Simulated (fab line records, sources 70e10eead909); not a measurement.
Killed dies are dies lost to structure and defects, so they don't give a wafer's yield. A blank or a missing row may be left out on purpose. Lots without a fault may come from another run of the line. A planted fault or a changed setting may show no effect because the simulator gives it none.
Chamber matching | flow nand_harc | NHARC_A_CHANNEL_HOLE_D1_DEP_01 on pecvd-02: 3 sister chambers
The step deposits SiON, target thk 140 nm. 3 wafers are shown with their chamber, then 10 later ones without.

WAFERS WITH THEIR CHAMBER
wafer  | chamber | heater_power_w (W)
L087.3 | 1       | 686
L089.3 | 2       | 673
L089.5 | 0       | 798

WAFERS WITHOUT THEIR CHAMBER
wafer  | heater_power_w (W)
L089.6 | 762
L093.1 | 764
L093.4 | 760
L093.6 | 806
L092.3 | 892
L092.4 | 699
L092.6 | 865
L096.2 | 725
L096.3 | 755
L096.5 | 833

WHICH CHAMBER EACH WENT THROUGH
wafer  | from the rows above          | in truth
L089.6 | can't be placed: 0 or 1 or 2 | 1
L093.1 | can't be placed: 0 or 1 or 2 | 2
L093.4 | can't be placed: 0 or 1 or 2 | 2
L093.6 | 0                            | 0
L092.3 | 0                            | 0
L092.4 | can't be placed: 1 or 2 or 0 | 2
L092.6 | 0                            | 0
L096.2 | can't be placed: 1 or 2 or 0 | 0
L096.3 | can't be placed: 0 or 1 or 2 | 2
L096.5 | 0                            | 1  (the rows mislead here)
Placed correctly: 3 of 10. Can't be placed from these rows: 6 (the true chamber is among the candidates in 6). Placed wrongly: 1.
How it was worked out, from the rows above alone: a wafer's distance from a chamber is the root of the sum, over the readings, of the square of ((its reading less the chamber's mean) divided by the reading's scatter). The wafer belongs to the nearest chamber; if the next one is less than 2 further off, it can't be placed. A chamber's mean is the mean of its shown wafers. The scatter: with one shown wafer a chamber, the root of the mean of the squares of how far each hidden wafer lies from its nearest shown one.
